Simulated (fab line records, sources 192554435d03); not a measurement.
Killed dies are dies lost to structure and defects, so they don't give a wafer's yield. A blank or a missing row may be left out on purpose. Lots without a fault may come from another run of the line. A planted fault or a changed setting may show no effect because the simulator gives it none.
A struck lot beside a sound one | flow n5_finfet | 15 steps out of a route of 1938
Sound: wafers L885.1, L885.4, L885.6. Struck: wafer L899.5. (L899.1 of the same lot was not struck and is left out.) The cause comes at the end.
At each step with rows: each side's tool, then ch and its chambers, then its first start. Under that, the readings that differ: sound wafers | struck wafers | difference of the means | sigmas: that difference in standard deviations of wafers without a fault.
alike: readings whose means differ by less than 2 such deviations, and words and numbers that are the same on both sides. not compared: withheld readings, readings that some wafer has no value for, bounds like >300 that may hide the same value, and numbers for which the record gives no deviation and whose values overlap.
The two part at a step that has a row with sigmas, a row that says differs or no value, or rows on one side only. Numbers that don't overlap but have no deviation are shown without sigmas and don't part them. A reading that every wafer of one side lacks parts them only if that side has two wafers or more.

first, 8 steps without rows for these wafers: N5_BEOL_M8_COAT_64 (time 60 s, resist thk 12 nm); N5_BEOL_M8_COAT_71 (time 60 s, resist thk 5 nm); N5_BEOL_M8_COAT_22 (resist thk 30 nm); N5_BEOL_M8_EBR_24; N5_BEOL_M8_SOFTBAKE_23 (time 60 s); N5_BEOL_M8_EXPOSE_25 (exposes mask V7, target cd 40 nm); N5_BEOL_M8_PEB_26 (peb time 60 s); N5_BEOL_M8_DEVELOP_27 (develop time 30 s).
N5_BEOL_M8_CD_MEAS_28: target cd 40 nm.
  sound on cd_sem-03 ch 0, day 11 14:50; struck on cd_sem-01 ch 0, day 15 20:04
  alike: cd_nm
N5_BEOL_M8_OVL_MEAS_29:
  sound on overlay-02 ch 0, day 11 14:52; struck on overlay-02 ch 0, day 15 20:06
  reading     | sound       | struck | difference | sigmas
  V7_OVL (nm) | 0.7 0.8 0.3 | -1.0   | -1.6       | -2
N5_BEOL_M8_INSPECT_30: inspects for defects (brightfield).
  sound on defect_inspect-01, day 11 14:55; struck on defect_inspect-02, day 15 20:10
  alike: raw_defect_count
N5_BEOL_M8_DESCUM_33: chemistry O2, time 7 s.
  sound on rie_diel-03 ch 1,2,3, day 11 15:13; struck on rie_diel-01 ch 0, day 15 20:12
  reading                | sound             | struck | difference | sigmas
  throttle_valve_pct (%) | 20.95 20.56 20.49 | 20.24  | -0.43      | -2
  alike: drypump_motor_current_A, oes_product_au, rf_vpp_V, showerhead_plenum_p_Torr
  not compared: rf_hours_counter_h
N5_BEOL_M8_ETCH_72: etches underlayer in N2/H2, target depth 6.5 nm, time 5.2 s.
  sound on rie_diel-03 ch 1,2,3, day 11 15:16; struck on rie_diel-01 ch 0, day 15 20:14
  reading               | sound          | struck | difference | sigmas
  etch_rf_on_time_s (s) | 5.32 5.32 5.06 | 3.37   | -1.86      | -13
  oes_product_au (a.u.) | 0.63 0.66 0.84 | 0.84   | +0.13      | +2
  alike: drypump_motor_current_A, rf_vpp_V, showerhead_plenum_p_Torr, throttle_valve_pct
  not compared: rf_hours_counter_h
N5_BEOL_M8_ETCH_65: etches SiARC in CF4, target depth 15.6 nm, time 26 s.
  sound on rie_diel-03 ch 1,2,3, day 11 15:17; struck on rie_diel-01 ch 0, day 15 20:15
  alike: cf4_flow_sccm, drypump_motor_current_A, etch_rf_on_time_s, mfc_ar_sccm, oes_product_au, rf_vpp_V, showerhead_plenum_p_Torr, throttle_valve_pct
  not compared: rf_hours_counter_h
N5_PASSIVATION_PROBE_49:
  the record has rows for the sound wafers here (prober-02, day 14 19:35) and none for the struck ones

WHERE THEY PART
First at N5_BEOL_M8_OVL_MEAS_29; last, within this record, at N5_PASSIVATION_PROBE_49.

WHY: what the simulator had put in
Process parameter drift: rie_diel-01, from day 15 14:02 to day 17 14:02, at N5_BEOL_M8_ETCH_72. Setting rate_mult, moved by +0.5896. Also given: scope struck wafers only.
